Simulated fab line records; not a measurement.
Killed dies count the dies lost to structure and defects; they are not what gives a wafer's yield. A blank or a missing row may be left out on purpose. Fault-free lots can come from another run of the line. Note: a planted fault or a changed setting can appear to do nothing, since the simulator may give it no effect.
Comparing a struck lot with a sound one	flow nand-harc	40 steps out of a route of 1302
Sound: wafers L635.2, L635.3, L635.6. Struck: wafers L645.1, L645.2, L645.5. The cause is named last.
For every step that has rows: the tool of each side, followed by ch and its chambers, followed by its first start. Under that, the readings that differ: sound wafers	struck wafers	difference of the means	sigmas: that difference in standard deviations of wafers without a fault.
alike: same words and numbers on both sides, and readings whose means sit less than 2 such deviations apart. not compared: any withheld reading, any reading some wafer has no value for, any bound like >300 that may hide the same value, and any number with overlapping values for which the record gives no deviation.
The two part at a step that has a row with sigmas, a row that says differs or no value, or rows on one side only. When numbers do not overlap yet have no deviation, they are printed without sigmas and do not part them. A reading that every wafer of one side lacks parts them only if that side has two wafers or more.

first, 5 steps without rows for these wafers: NHARC_P_CONTACT_SOFTBAKE_07 (time 55 s); NHARC_P_CONTACT_EBR_08; NHARC_P_CONTACT_EXPOSE_09 (exposes mask P CA, target cd 90 nm); NHARC_P_CONTACT_PEB_10 (peb time 65 s); NHARC_P_CONTACT_DEVELOP_11 (develop time 35 s).
NHARC_P_CONTACT_CD_MEAS_12 targets a cd of 90 nm.
  sound on cd-sem-01 ch 0, day 7 06:22; struck on cd-sem-03 ch 0, day 11 06:53
  alike: cd-nm
NHARC_P_CONTACT_OVL_MEAS_13:
  sound on overlay-01 at day 7 06:26; struck on overlay-01 at day 11 06:58
  alike: overlay-x-nm, overlay-y-nm
NHARC_P_CONTACT_INSPECT_14:
  sound on defect-inspect-02 at day 7 06:29; struck on defect-inspect-01 at day 11 07:01
  alike: raw-defect-count
then, 3 steps without rows for these wafers: NHARC_P_CONTACT_DESCUM_17 (chemistry O2, time 3 s); NHARC_P_CONTACT_ETCH_35 (etches the open film in CF4, target depth 39 nm, time 65 s); NHARC_P_CONTACT_ETCH_36 (etches the open film in N2/H2, target depth 260 nm, time 406.25 s).
NHARC_P_CONTACT_ETCH_18: etches the open film in C4F8/O2/Ar, target depth 481 nm, time 240.5 s.
  sound on rie-diel-06 ch 0,2,3; struck on rie-diel-06 ch 0,1
  alike: oes-product-au, rf-vpp-V
  not compared: rf-hours-counter-h
NHARC_P_CONTACT_STRIP_37: strips in C4F8/O2/Ar.
  sound on rie-diel-06 ch 1,3, day 7 07:13; struck on rie-diel-06 ch 0,1, day 11 07:53
then, 1 step without rows for these wafers: NHARC_P_CONTACT_ETCH_31 (etches the open film in CH3F/O2, target depth 30 nm, time 85.7 s).
NHARC_P_CONTACT_CD_MEAS_19:
  sound on cd-sem-02 at day 7 07:25; struck on cd-sem-02 at day 11 08:05
  alike: cd-nm
NHARC_P_CONTACT_STRIP_28: strips in O2.
  sound on rie-diel-12 ch 0,3, day 7 07:29; struck on rie-diel-12 ch 0,1, day 11 08:10
  alike: drypump-motor-current-A, oes-product-au, rf-vpp-V, showerhead-plenum-p-Torr, throttle-valve-pct
  not compared: rf-hours-counter-h
then, 3 steps without rows for these wafers: NHARC_P_CONTACT_STRIP_29 (strips in post etch residue remover, time 1200 s); NHARC_P_CONTACT_DEGAS_38 (time 60 s); NHARC_P_CONTACT_PRE_CLEAN_39 (time 19.5 s).
NHARC_P_CONTACT_PVD_32: deposits Ti, target thk 5 nm, time 17.7 s.
  sound on pvd-sputter-01; struck on pvd-sputter-01
  alike: throttle-valve-pct
NHARC_P_CONTACT_ALD_22: deposits TiN, target thk 3 nm, pulse time 1 s, ald cycles 150.
  sound on ald-metal-02 ch 0,1,3, day 7 08:24; struck on ald-metal-01 ch 0,3, day 11 09:02
  alike: heater-power-outer-w, heater-power-w, precursor-pulse-height-rel
then, 1 step without rows for these wafers: NHARC_P_CONTACT_CVD_23 (deposits W, target thk 200 nm, time 557 s).
NHARC_P_CONTACT_CMP_24: polishes, t overpolish 30 s, target thk 200 nm.
  sound on cmp-02 ch 1,3, day 7 09:13; struck on cmp-01 ch 0,1,2, day 11 09:56
  alike: motor-current-A, overpolish-run-s, slurry-flow-ml-min, time-to-endpoint-s
  not compared: pad-life-wafers
then, 11 steps without rows for these wafers: NHARC_P_CONTACT_SRD_26; NHARC_P_M0_DEP_00 (deposits SiOC, target thk 150 nm); NHARC_P_M0_DEHYDRATE_01 (time 120 s); NHARC_P_M0_HMDS_02 (time 30 s); NHARC_P_M0_COAT_33 (time 65 s); NHARC_P_M0_COAT_03 (resist thk 90 nm); NHARC_P_M0_SOFTBAKE_04 (time 55 s); NHARC_P_M0_EBR_05; NHARC_P_M0_EXPOSE_06 (exposes mask P M0, target cd 90 nm); NHARC_P_M0_PEB_07 (peb time 65 s); NHARC_P_M0_DEVELOP_08 (develop time 35 s).
NHARC_P_M0_CD_MEAS_09 targets a cd of 90 nm.
  sound on cd-sem-02 ch 0, day 7 10:23; struck on cd-sem-03 ch 0, day 11 11:04
  alike: cd-nm
NHARC_P_M0_OVL_MEAS_10: pitch 180 nm.
  sound on overlay-02 at day 7 10:28; struck on overlay-01 at day 11 11:09
  alike: overlay-x-nm, overlay-y-nm
then, 3 steps without rows for these wafers: NHARC_P_M0_DESCUM_14 (chemistry O2, time 3 s); NHARC_P_M0_ETCH_34 (etches the open film in N2/H2, target depth 40 nm, overetch 12 nm, time 43.94 s); NHARC_P_M0_ETCH_15 (etches the open film in C4F8/Ar, target depth 150 nm, overetch 15 nm, time 82.5 s).
-- record jumps: 18 days between struck wafers' starts before vs after; left off in module P_M0, resumes in module END, first step shown is number 1302 of the route --
NHARC_END_SORT_01:
  the record has rows for the struck wafers here (prober-01 ch 0, day 29 20:31) and none for the sound ones

## WHERE THEY PART
At NHARC_END_SORT_01 and nowhere else, as far as this record goes.

WHY: whatever the simulator had introduced
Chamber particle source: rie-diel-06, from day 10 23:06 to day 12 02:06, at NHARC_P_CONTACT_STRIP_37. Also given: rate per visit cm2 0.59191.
